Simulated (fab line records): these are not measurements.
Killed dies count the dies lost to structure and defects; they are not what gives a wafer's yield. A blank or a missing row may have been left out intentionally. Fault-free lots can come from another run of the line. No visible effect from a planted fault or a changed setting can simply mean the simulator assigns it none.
A struck lot beside a sound one / flow nand_harc / 13 out of 1302 route steps
Sound: these wafers, L690.3, L690.5, L690.6. Wafers struck: L695.3, L695.4, L695.5. The cause is named last.
For every step that has rows: the tool of each side, followed by ch and its chambers, followed by its first start. Under that, the readings that differ: sound wafers / struck wafers / difference of the means / sigmas: that difference in standard deviations of wafers without a fault.
alike: same words and numbers on both sides, and readings whose means sit less than 2 such deviations apart. not compared: any withheld reading, any reading some wafer has no value for, any bound like >300 that may hide the same value, and any number with overlapping values for which the record gives no deviation.
Wherever a step has rows on one side only, a row that says differs or no value, or a row with sigmas, the two part there. Numbers that don't overlap but have no deviation are shown without sigmas and don't part them. A reading that every wafer of one side lacks parts them only if that side has two wafers or more.

NHARC_P_CONTACT_CMP_24: polishes, t overpolish 30 s, target thk 200 nm.
  sound on cmp-03 ch 0,1,3, day 9 03:31; struck on cmp-04 ch 0,2,3, day 10 23:35
  alike: motor_current_A, overpolish_run_s, time_to_endpoint_s
after that, 1 step had no rows for these wafers: NHARC_P_CONTACT_SRD_26.
NHARC_P_CONTACT_INSPECT_27:
  sound on defect_inspect-02, day 9 03:51; struck on defect_inspect-01, day 10 23:58
  alike: raw_defect_count
then, 8 steps without rows for these wafers: NHARC_P_M0_DEP_00 (deposits SiOC, target thk 150 nm); NHARC_P_M0_DEHYDRATE_01 (time 120 s); NHARC_P_M0_HMDS_02 (time 30 s); NHARC_P_M0_COAT_33 (time 65 s); NHARC_P_M0_COAT_03 (resist thk 90 nm); NHARC_P_M0_SOFTBAKE_04 (time 55 s); NHARC_P_M0_EBR_05; NHARC_P_M0_EXPOSE_06 (exposes mask P M0, target cd 90 nm).
NHARC_P_M0_PEB_07: peb time 65 s.
  sound on litho_track-06 ch 0, day 9 04:42; struck on litho_track-06 ch 0, day 11 00:47
reading=heater_power_total_W (W); sound=157.1 156.9 156.7; struck=152.8 153.8 153.5; difference=-3.5; sigmas=-9
reading=plate_temp_C (C); sound=100.20 100.20 99.93; struck=98.60 98.46 98.55; difference=-1.57; sigmas=-10
then, 1 step without rows for these wafers: NHARC_P_M0_DEVELOP_08 (develop time 35 s).

== WHERE THEY PART ==
Only at NHARC_P_M0_PEB_07, as far as this record shows.

WHY: what had been put in by the simulator
Process parameter drift: litho_track-06, from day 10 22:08 on, at NHARC_P_M0_PEB_07. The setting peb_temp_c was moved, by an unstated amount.
